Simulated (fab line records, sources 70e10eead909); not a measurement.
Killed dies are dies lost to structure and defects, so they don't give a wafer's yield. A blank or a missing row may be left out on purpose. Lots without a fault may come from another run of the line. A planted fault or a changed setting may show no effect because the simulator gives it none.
Chamber matching | flow nand_harc | NHARC_A_STAIRCASE_DESCUM_168 on rie_diel-01: 4 sister chambers
The step chemistry O2, time 3 s. 8 wafers are shown with their chamber, then 12 later ones without.

WAFERS WITH THEIR CHAMBER
wafer  | chamber | showerhead_plenum_p_Torr (Torr) | drypump_motor_current_A (A)
L082.4 | 3       | 1.90                            | 5.8
L081.3 | 1       | 1.78                            | 6.0
L086.2 | 0       | 1.98                            | 6.4
L086.4 | 3       | 1.89                            | 5.8
L086.5 | 2       | 1.84                            | 5.7
L087.1 | 0       | 1.98                            | 6.4
L087.2 | 1       | 1.78                            | 5.9
L087.3 | 2       | 1.84                            | 5.7

WAFERS WITHOUT THEIR CHAMBER
wafer  | showerhead_plenum_p_Torr (Torr) | drypump_motor_current_A (A)
L092.1 | 1.89                            | 5.8
L092.2 | 1.84                            | 5.7
L092.4 | 1.89                            | 5.8
L091.1 | 1.89                            | 5.8
L091.3 | 2.08                            | 5.9
L091.5 | 1.89                            | 5.8
L091.2 | 1.84                            | 5.7
L091.4 | 1.84                            | 5.7
L091.6 | 2.08                            | 5.9
L093.1 | 1.98                            | 6.4
L093.2 | 1.89                            | 5.7
L093.3 | 1.84                            | 5.7

WHICH CHAMBER EACH WENT THROUGH
wafer  | from the rows above | in truth
L092.1 | 3                   | 3
L092.2 | 2                   | 2
L092.4 | 3                   | 3
L091.1 | 3                   | 3
L091.3 | 0                   | 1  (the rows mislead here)
L091.5 | 3                   | 3
L091.2 | 2                   | 2
L091.4 | 2                   | 2
L091.6 | 0                   | 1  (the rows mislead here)
L093.1 | 0                   | 0
L093.2 | 3                   | 3
L093.3 | 2                   | 2
Placed correctly: 10 of 12. Can't be placed from these rows: 0. Placed wrongly: 2.
How it was worked out, from the rows above alone: a wafer's distance from a chamber is the root of the sum, over the readings, of the square of ((its reading less the chamber's mean) divided by the reading's scatter). The wafer belongs to the nearest chamber; if the next one is less than 2 further off, it can't be placed. A chamber's mean is the mean of its shown wafers. The scatter: the root of (the sum of the squares of (reading less its chamber's mean) over the shown wafers, divided by (wafers less chambers)).
